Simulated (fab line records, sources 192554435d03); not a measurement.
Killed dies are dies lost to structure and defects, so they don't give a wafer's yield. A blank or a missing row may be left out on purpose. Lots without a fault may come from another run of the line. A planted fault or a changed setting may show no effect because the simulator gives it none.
Split-lot experiment | flow n5_finfet | 7 lots, 21 wafers read, on a route of 1938 steps

THE SPLIT
At N5_BEOL_M13_EXPOSE_07 (exposes mask V12), the setting dose_mj was moved away from the recipe's 24.8 on 10 of the 21 wafers read, by -7.4% to +5.0%. The other wafers ran this setting at the recipe's value.

FROM THE SPLIT TO THE READING: what the file shows between them, 6 steps
- N5_BEOL_M13_PEB_08: peb time 90 s
- N5_BEOL_M13_DEVELOP_09: develop time 45 s
- N5_BEOL_M13_HARDBAKE_14: time 120 s
- N5_BEOL_M13_CD_MEAS_10: target cd 190 nm
- N5_BEOL_M13_STRIP_71: strips in post etch residue remover, time 60 s
- N5_BEOL_M13_SRD_72: time 30 s, dry time 30 s

THE READING
cd_nm, in nm, at N5_BEOL_M13_CD_MEAS_17 (target cd 190 nm). Fault-free wafers of this fab line usually give 190.5 nm, standard deviation 1.5 nm.

wafer  | tool, chamber at the split | dose_mj as run | against the recipe | cd_nm, nm | against lot-mates on the recipe
L074.1 | krf_scanner-02, 0          | 24.8           | recipe             | 190.3     | -
L074.3 | krf_scanner-02, 0          | 24.8           | recipe             | 189.5     | -
L074.4 | krf_scanner-02, 0          | 25.83          | +4.2%              | 194.9     | +5.0
L079.1 | krf_scanner-02, 0          | 26.04          | +5.0%              | 194.9     | +4.3
L079.2 | krf_scanner-02, 0          | 24.8           | recipe             | 190.6     | -
L079.5 | krf_scanner-02, 0          | 26.04          | +5.0%              | 195.7     | +5.1
L084.3 | krf_scanner-02, 0          | 24.8           | recipe             | 191.2     | -
L084.4 | krf_scanner-02, 0          | 24.8           | recipe             | 188.3     | -
L084.6 | krf_scanner-02, 0          | 23.67          | -4.6%              | 185.4     | -4.3
L087.2 | krf_scanner-02, 0          | 24.8           | recipe             | 187.5     | -
L087.4 | krf_scanner-02, 0          | 24.8           | recipe             | 192.1     | -
L087.6 | krf_scanner-02, 0          | 24.8           | recipe             | 188.8     | -
L088.2 | krf_scanner-01, 0          | 22.96          | -7.4%              | 182.4     | -8.5
L088.5 | krf_scanner-01, 0          | 22.96          | -7.4%              | 184.3     | -6.6
L088.6 | krf_scanner-01, 0          | 24.8           | recipe             | 190.9     | -
L089.1 | krf_scanner-02, 0          | 24.8           | recipe             | 188.1     | -
L089.2 | krf_scanner-02, 0          | 25.52          | +2.9%              | 195.9     | +7.8
L089.6 | krf_scanner-02, 0          | 25.52          | +2.9%              | 190.3     | +2.2
L091.3 | krf_scanner-02, 0          | 24.8           | recipe             | 190.5     | -
L091.4 | krf_scanner-02, 0          | 23.33          | -5.9%              | 183.4     | -7.1
L091.6 | krf_scanner-02, 0          | 23.33          | -5.9%              | 185.0     | -5.5

THE FIT
A straight line over all 21 wafers: cd_nm changes by +0.983 nm for each +1% of dose_mj; r = +0.93; the points scatter about the line by 1.5 nm.
The same after taking each lot's own level away (the mean of its wafers on the recipe; 21 wafers): +1.07 nm for each +1%; r = +0.94; scatter 1.5 nm.
On that fit, the largest move of dose_mj shifts the reading by 8 nm.
The lots' own levels span 188.10 to 190.90 nm, that is 1.9 times the standard deviation above.
So the lot-to-lot level changes the slope little: the two slopes agree.
Check: with one of the wafers moved furthest among these (-7.4%) left out of the fit, the line predicts -7.53 nm for it against its lot-mates. It came out at -8.5 nm against them.

OTHER SPLITS ON THESE WAFERS
These wafers also went through other splits before the reading. Each is held against what the fit with the lots' levels taken away leaves over:
other split on the same wafers | wafers away from the commonest value | r with cd_nm (lot level and that fit taken away)
N5_BEOL_M11_ILD_DEP_00 time_s  | 7                                    | +0.27
N5_BEOL_M12_COAT_04 spin_rpm   | 7                                    | +0.08

THE WHOLE CHAIN: every reading that the file lists as answering this split, in the file's order
step                   | what it does     | reading | change (the file's fit)              | r (the file's)
N5_BEOL_M13_CD_MEAS_10 | target cd 190 nm | cd_nm   | +1.18 nm for each +1% of the setting | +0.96
N5_BEOL_M13_CD_MEAS_17 | target cd 190 nm | cd_nm   | +1.07 nm for each +1% of the setting | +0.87

THE FILE'S OWN FIT
cd_nm changes by +1.07 nm for each +1% of dose_mj, r = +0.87.
